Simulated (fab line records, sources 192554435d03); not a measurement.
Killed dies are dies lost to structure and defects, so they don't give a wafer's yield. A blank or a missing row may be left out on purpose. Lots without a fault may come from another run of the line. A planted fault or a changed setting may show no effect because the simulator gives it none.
Split-lot experiment | flow n5_finfet | 7 lots, 21 wafers read, on a route of 1938 steps

THE SPLIT
At N5_BEOL_M5_COAT_74 (time 60 s, resist thk 5 nm), the setting spin_rpm was moved away from the recipe's 1500 rpm on 4 of the 21 wafers read, by -8.0% to +4.2%. The other wafers ran this setting at the recipe's value.

FROM THE SPLIT TO THE READING: what the file shows between them, 5 steps
- N5_BEOL_M5_EXPOSE_25: exposes mask V4, defocus 10 nm (also split here: dose_mj)
- N5_BEOL_M5_PEB_26: peb time 60 s
- N5_BEOL_M5_DEVELOP_27: develop time 30 s
- N5_BEOL_M5_CD_MEAS_28: target cd 30.6 nm, target cd y 20 nm
- N5_BEOL_M5_DESCUM_33: chemistry O2, time 7 s

THE READING
etch.depth_nm (the simulator's own value, which no gauge read), in nm, at N5_BEOL_M5_ETCH_75 (etches underlayer in N2/H2, target depth 6.5 nm, time 5.2 s). The file gives no usual value for it. The 17 wafers here that ran the recipe average 4.996 nm, standard deviation 0.01 nm.

wafer  | tool, chamber at the split | spin_rpm as run, rpm | against the recipe | etch.depth_nm, nm | against lot-mates on the recipe
L074.1 | litho_track-05, 0          | 1500                 | recipe             | 5.013             | -
L074.3 | litho_track-05, 0          | 1563                 | +4.2%              | 4.888             | -0.124
L074.6 | litho_track-05, 0          | 1500                 | recipe             | 5.011             | -
L078.1 | litho_track-03, 0          | 1500                 | recipe             | 4.99              | -
L078.2 | litho_track-03, 0          | 1500                 | recipe             | 4.998             | -
L078.5 | litho_track-03, 0          | 1500                 | recipe             | 4.996             | -
L081.1 | litho_track-01, 0          | 1500                 | recipe             | 4.99              | -
L081.2 | litho_track-01, 0          | 1500                 | recipe             | 4.996             | -
L081.5 | litho_track-01, 0          | 1500                 | recipe             | 4.987             | -
L090.1 | litho_track-05, 0          | 1453                 | -3.1%              | 5.071             | +0.096
L090.2 | litho_track-05, 0          | 1453                 | -3.1%              | 5.073             | +0.098
L090.3 | litho_track-05, 0          | 1500                 | recipe             | 4.975             | -
L088.1 | litho_track-03, 0          | 1500                 | recipe             | 5.007             | -
L088.3 | litho_track-03, 0          | 1500                 | recipe             | 5.006             | -
L088.6 | litho_track-03, 0          | 1500                 | recipe             | 5.01              | -
L097.1 | litho_track-05, 0          | 1500                 | recipe             | 4.991             | -
L097.5 | litho_track-05, 0          | 1500                 | recipe             | 4.982             | -
L097.6 | litho_track-05, 0          | 1500                 | recipe             | 4.994             | -
L096.1 | litho_track-05, 0          | 1380                 | -8.0%              | 5.197             | +0.203
L096.2 | litho_track-05, 0          | 1500                 | recipe             | 4.993             | -
L096.4 | litho_track-05, 0          | 1500                 | recipe             | 4.995             | -

THE FIT
A straight line over all 21 wafers: etch.depth_nm changes by -0.0251 nm for each +1% of spin_rpm; r = -0.99; the points scatter about the line by 0.0097 nm.
The same after taking each lot's own level away (the mean of its wafers on the recipe; 21 wafers): -0.0272 nm for each +1%; r = -0.99; scatter 0.0063 nm.
On that fit, the largest move of spin_rpm shifts the reading by 0.22 nm.
The lots' own levels span 4.9750 to 5.0120 nm, that is 3.6 times the standard deviation above.
So the lot-to-lot level changes the slope little: the two slopes agree.
Check: with one of the wafers moved furthest among these (-8.0%) left out of the fit, the line predicts +0.242 nm for it against its lot-mates. It came out at +0.203 nm against them.

OTHER SPLITS ON THESE WAFERS
These wafers also went through other splits before the reading. Each is held against what the fit with the lots' levels taken away leaves over:
other split on the same wafers | wafers away from the commonest value | r with etch.depth_nm (lot level and that fit taken away)
N5_BEOL_M4_SPUTTER_79 time_s   | 8                                    | +0.37
N5_BEOL_M5_EXPOSE_25 dose_mj   | 8                                    | +0.11

THE WHOLE CHAIN: every reading that the file lists as answering this split, in the file's order
step                    | what it does                                                | reading                                                        | change (the file's fit)                                                              | r (the file's)
N5_BEOL_M5_ETCH_75      | etches underlayer in N2/H2, target depth 6.5 nm, time 5.2 s | etch.depth_nm (the simulator's own value, which no gauge read) | -0.0268 nm for each +1% of the setting                                               | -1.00
N5_PASSIVATION_PROBE_49 |                                                             | killed_dies                                                    | -76.5 for each +1% of the setting, in a fit together with time_s@BEOL_M12_SPUTTER_44 | 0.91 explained

THE FILE'S OWN FIT
etch.depth_nm changes by -0.0268 nm for each +1% of spin_rpm, r = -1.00.
